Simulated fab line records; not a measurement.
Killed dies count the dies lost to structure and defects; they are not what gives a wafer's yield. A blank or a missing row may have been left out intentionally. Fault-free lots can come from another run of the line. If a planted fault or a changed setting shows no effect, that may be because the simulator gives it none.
A lot that was struck, set against a sound lot -- flow nand-harc -- 24 steps out of a route of 1159
Sound: wafers L855.1, L855.2, L855.3. Wafers L856.2, L856.3, L856.5 were the ones struck. The cause is given at the end.
Per side, at each step with rows, come the tool, then ch with its chambers, and then its first start. Under that, the readings that differ: sound wafers -- struck wafers -- difference of the means -- sigmas: that difference in standard deviations of wafers without a fault.
alike: same words and numbers on both sides, and readings whose means sit less than 2 such deviations apart. not compared: any withheld reading, any reading some wafer has no value for, any bound like >300 that may hide the same value, and any number with overlapping values for which the record gives no deviation.
Wherever a step has rows on one side only, a row that says differs or no value, or a row with sigmas, the two part there. When numbers do not overlap yet have no deviation, they are printed without sigmas and do not part them. Lack of a reading on every wafer of one side parts them only where that side has two or more wafers.

first, 8 steps without rows for these wafers: NHARC_A_CHANNEL_HOLE_D1_DESCUM_15 (chemistry O2, time 3 s); NHARC_A_CHANNEL_HOLE_D1_ETCH_38 (etches the open film in CF4, target depth 39 nm, time 65 s); NHARC_A_CHANNEL_HOLE_D1_ETCH_39 (etches the open film in N2/H2, target depth 260 nm, time 325 s); NHARC_A_CHANNEL_HOLE_D1_ETCH_34 (etches the open film in CF4/CHF3, target depth 154 nm, time 77 s); NHARC_A_CHANNEL_HOLE_D1_ETCH_16 (etches the open film in O2/COS, target depth 3100 nm, time 806 s); NHARC_A_CHANNEL_HOLE_D1_ETCH_19 (etches the open film in C4F8/O2/Ar, time 34.5 s); NHARC_A_CHANNEL_HOLE_D1_ETCH_20 (etches the open film in C4F8/O2/Ar, time 361.9 s, target depth 1600 nm); NHARC_A_CHANNEL_HOLE_D1_ETCH_21 (etches the open film in C4F8/O2/Ar, time 514.3 s, target depth 1600 nm).
NHARC_A_CHANNEL_HOLE_D1_ETCH_22: etches the open film in C4F8/O2/Ar, time 666.7 s, target depth 1600 nm.
  sound on har-etch-02 ch 0,1, day 13 09:57; struck on har-etch-02 ch 0,1, day 13 00:22
  no value came back on the struck wafers for any of 6 readings (c4f8-flow-sccm (sccm), chamber-pressure-mTorr (mTorr) and others); on the sound wafers c4f8-flow-sccm (sccm) reads 89.48 89.02 88.87
  not compared: rf-hours-counter-h
then, 8 steps without rows for these wafers: NHARC_A_CHANNEL_HOLE_D1_ETCH_23 (etches the open film in C4F8/O2/Ar, time 819 s, target depth 1600 nm); NHARC_A_CHANNEL_HOLE_D1_ETCH_24 (etches the open film in C4F8/O2/Ar, time 906.2 s, target depth 1500 nm); NHARC_A_CHANNEL_HOLE_D1_ETCH_25 (etches the open film in C4F8/O2/Ar, time 1040.2 s, target depth 1500 nm); NHARC_A_CHANNEL_HOLE_D1_ETCH_26 (etches the open film in C4F8/O2/Ar, time 224.1 s, target depth 300 nm); NHARC_A_CHANNEL_HOLE_D1_ETCH_33 (etches the open film in C4F8/O2/Ar, time 90 s, target depth 400 nm); NHARC_A_CHANNEL_HOLE_D1_STRIP_41 (strips in N2/H2); NHARC_A_CHANNEL_HOLE_D1_STRIP_42 (strips in CF4/CHF3); NHARC_A_CHANNEL_HOLE_D1_STRIP_43 (strips in O2/COS).
NHARC_A_CHANNEL_HOLE_D1_ETCH_44: etches the open film in CF4/O2, target depth 140 nm, overetch 14 nm, time 77 s.
  sound on rie-diel-05 ch 0,2,3, day 13 13:52; struck on rie-diel-09 ch 0,1,3, day 13 04:13
  alike: bias-w, cf4-flow-sccm, drypump-motor-current-A, oes_f_703_au, oes-product-au, rf-vpp-V, showerhead-plenum-p-Torr, throttle-valve-pct
  not compared: rf-hours-counter-h, model.A_CHANNEL_HOLE_D1.cd-nm
then, 3 steps without rows for these wafers: NHARC_A_CHANNEL_HOLE_D1_STRIP_27 (strips in O2); NHARC_A_CHANNEL_HOLE_D1_PRECLEAN_28 (cleans in SC1); NHARC_A_CHANNEL_HOLE_D1_SRD_29.
NHARC_A_CHANNEL_HOLE_D1_CD_MEAS_30:
  struck on cd-sem-03, day 13 05:01; sound on cd-sem-02, day 13 14:47
reading,sound,struck,difference,sigmas
cd-nm (nm),88.1 89.3 89.7,3.0 0.0 2.1,-87.3,-58
NHARC_A_CHANNEL_HOLE_D1_XSEM_31:
  sound on xsem-01 ch 0, day 13 14:53; struck on xsem-02 ch 0, day 13 05:07
reading,sound,struck,difference,sigmas
bot-cd-nm (nm),73.2 74.1 73.8,1.8 0.0 0.7,-72.9,-49
bow-nm (nm),8.61 8.67 8.64,0.15 0.16 0.15,-8.49,-34
  alike: tilt-deg
-- break in the record here, with 13 days between the starts of the struck wafers on either side (left off in module A_CHANNEL_HOLE_D1, picked up again in module END, where the first step shown is number 1159 on the route) --
NHARC_END_SORT_01:
  only the struck wafers appear in the record here, on prober-01 ch 0 at day 26 03:17; the sound ones have no rows

WHERE THEY PART
Earliest at NHARC_A_CHANNEL_HOLE_D1_ETCH_22; latest, in this record, at NHARC_END_SORT_01.

WHY: whatever the simulator had introduced
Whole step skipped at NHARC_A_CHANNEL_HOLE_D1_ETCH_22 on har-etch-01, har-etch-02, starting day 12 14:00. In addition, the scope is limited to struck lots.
